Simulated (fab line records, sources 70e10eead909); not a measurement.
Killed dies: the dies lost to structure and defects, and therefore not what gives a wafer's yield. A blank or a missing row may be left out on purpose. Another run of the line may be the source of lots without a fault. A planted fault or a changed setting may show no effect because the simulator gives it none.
Chamber matching + flow nandHarc + 4 sister chambers for NHARC_A_STAIRCASE_ETCH_271 on rieDiel-11
The step etches the open film in CF4/CHF3. 14 wafers are shown with their chamber, then 7 later ones without.

## WAFERS PAIRED WITH THEIR CHAMBERS
| wafer  | chamber | drypumpMotorCurrentA (A) | showerheadPlenumPTorr (Torr) | rfVppV (V) |
|--------|---------|--------------------------|------------------------------|------------|
| L074.2 | 2       | 5.95                     | 1.53                         | 369.4      |
| L074.5 | 1       | 5.45                     | 1.60                         | 370.6      |
| L074.6 | 0       | 6.19                     | 1.47                         | 367.5      |
| L075.1 | 2       | 5.95                     | 1.53                         | 369.4      |
| L075.2 | 3       | 5.91                     | 1.55                         | 369.4      |
| L075.5 | 1       | 5.50                     | 1.60                         | 370.1      |
| L078.1 | 1       | 5.47                     | 1.59                         | 371.9      |
| L078.2 | 3       | 5.91                     | 1.55                         | 368.9      |
| L078.5 | 2       | 5.94                     | 1.53                         | 368.7      |
| L083.2 | 0       | 6.18                     | 1.70                         | 374.6      |
| L083.5 | 3       | 5.89                     | 1.54                         | 369.0      |
| L083.6 | 0       | 6.16                     | 1.70                         | 374.5      |
| L085.1 | 1       | 5.47                     | 1.59                         | 372.0      |
| L085.2 | 2       | 5.92                     | 1.52                         | 369.0      |

SIGNATURES (means of the wafers above)
| reading               | chamber 0 | chamber 1 | chamber 2 | chamber 3 | scatter within a chamber |
|-----------------------|-----------|-----------|-----------|-----------|--------------------------|
| drypumpMotorCurrentA  | 6.1767    | 5.4725    | 5.9400    | 5.9033    | 0.0162                   |
| showerheadPlenumPTorr | 1.6233    | 1.5950    | 1.5275    | 1.5467    | 0.0596                   |
| rfVppV                | 372.200   | 371.150   | 369.125   | 369.100   | 1.91                     |
Rule: distance of a wafer from a chamber = root of the sum over the readings of ((wafer's reading minus chamber's mean) / reading's scatter) squared. The wafer belongs to the nearest chamber; if the next one is less than 2 further off, it can't be placed. The scatter: the root of (the sum of the squares of (reading less its chamber's mean) over the shown wafers, divided by (wafers less chambers)).

## WAFERS WITHOUT THEIR CHAMBER
| wafer  | drypumpMotorCurrentA (A) | showerheadPlenumPTorr (Torr) | rfVppV (V) |
|--------|--------------------------|------------------------------|------------|
| L085.6 | 5.94                     | 1.52                         | 369.2      |
| L091.1 | 5.93                     | 1.54                         | 370.5      |
| L091.3 | 5.96                     | 1.52                         | 367.5      |
| L091.6 | 5.94                     | 1.52                         | 369.2      |
| L097.2 | 6.21                     | 1.69                         | 373.8      |
| L097.4 | 5.93                     | 1.51                         | 370.6      |
| L097.5 | 5.88                     | 1.53                         | 370.3      |

## CHAMBER TAKEN BY EACH
| wafer  | from the rows above     | in truth |
|--------|-------------------------|----------|
| L085.6 | 2                       | 2        |
| L091.1 | can't be placed: 2 or 3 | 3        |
| L091.3 | 2                       | 2        |
| L091.6 | 2                       | 2        |
| L097.2 | 0                       | 0        |
| L097.4 | can't be placed: 2 or 3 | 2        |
| L097.5 | 3                       | 3        |
Correct placement for 5 of the 7. Cannot be placed on the basis of these rows: 2; the candidates contain the true chamber in 2. Number placed wrongly: 0.
